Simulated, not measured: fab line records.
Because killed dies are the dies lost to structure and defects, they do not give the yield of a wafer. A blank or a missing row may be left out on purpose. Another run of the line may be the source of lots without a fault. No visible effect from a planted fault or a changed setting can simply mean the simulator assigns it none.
Matching of chambers :: flow n5-finfet :: N5_BEOL_M1_STRIP_36 on rie-diel-05 has 4 sister chambers
The step strips in N2/H2. 4 wafers are shown with their chamber, then 9 later ones without.

== WAFERS PAIRED WITH THEIR CHAMBERS ==
wafer: L077.4
chamber: 3
showerhead-plenum-p-Torr (Torr): 2.44

wafer: L080.2
chamber: 0
showerhead-plenum-p-Torr (Torr): 2.41

wafer: L084.2
chamber: 2
showerhead-plenum-p-Torr (Torr): 2.60

wafer: L084.5
chamber: 1
showerhead-plenum-p-Torr (Torr): 2.34

== WAFERS WITH NO CHAMBER GIVEN ==
wafer: L085.2
showerhead-plenum-p-Torr (Torr): 2.34

wafer: L085.4
showerhead-plenum-p-Torr (Torr): 2.43

wafer: L085.5
showerhead-plenum-p-Torr (Torr): 2.34

wafer: L090.1
showerhead-plenum-p-Torr (Torr): 2.42

wafer: L090.3
showerhead-plenum-p-Torr (Torr): 2.40

wafer: L090.6
showerhead-plenum-p-Torr (Torr): 2.40

wafer: L096.1
showerhead-plenum-p-Torr (Torr): 2.59

wafer: L096.4
showerhead-plenum-p-Torr (Torr): 2.33

wafer: L096.5
showerhead-plenum-p-Torr (Torr): 2.33

== EACH ONE'S CHAMBER ==
wafer: L085.2
from the rows above: 1
in truth: 1

wafer: L085.4
from the rows above: can't be placed: 3 or 0
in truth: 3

wafer: L085.5
from the rows above: 1
in truth: 1

wafer: L090.1
from the rows above: can't be placed: 0 or 3
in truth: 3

wafer: L090.3
from the rows above: 0
in truth: 0

wafer: L090.6
from the rows above: 0
in truth: 0

wafer: L096.1
from the rows above: 2
in truth: 2

wafer: L096.4
from the rows above: 1
in truth: 1

wafer: L096.5
from the rows above: 1
in truth: 1
Correct placement for 7 of the 9. These rows do not allow placing 2 (true chamber among the candidates in 2). 0 placed wrongly.
How it was worked out, from the rows above alone: a wafer's distance from a chamber is the root of the sum, over the readings, of the square of ((its reading less the chamber's mean) divided by the reading's scatter). If the next closest chamber is less than 2 further off than the closest, the wafer can't be placed; otherwise it belongs to the closest. The mean given for a chamber averages the wafers shown for that chamber. The scatter: with one shown wafer a chamber, the root of the mean of the squares of how far each hidden wafer lies from its nearest shown one.
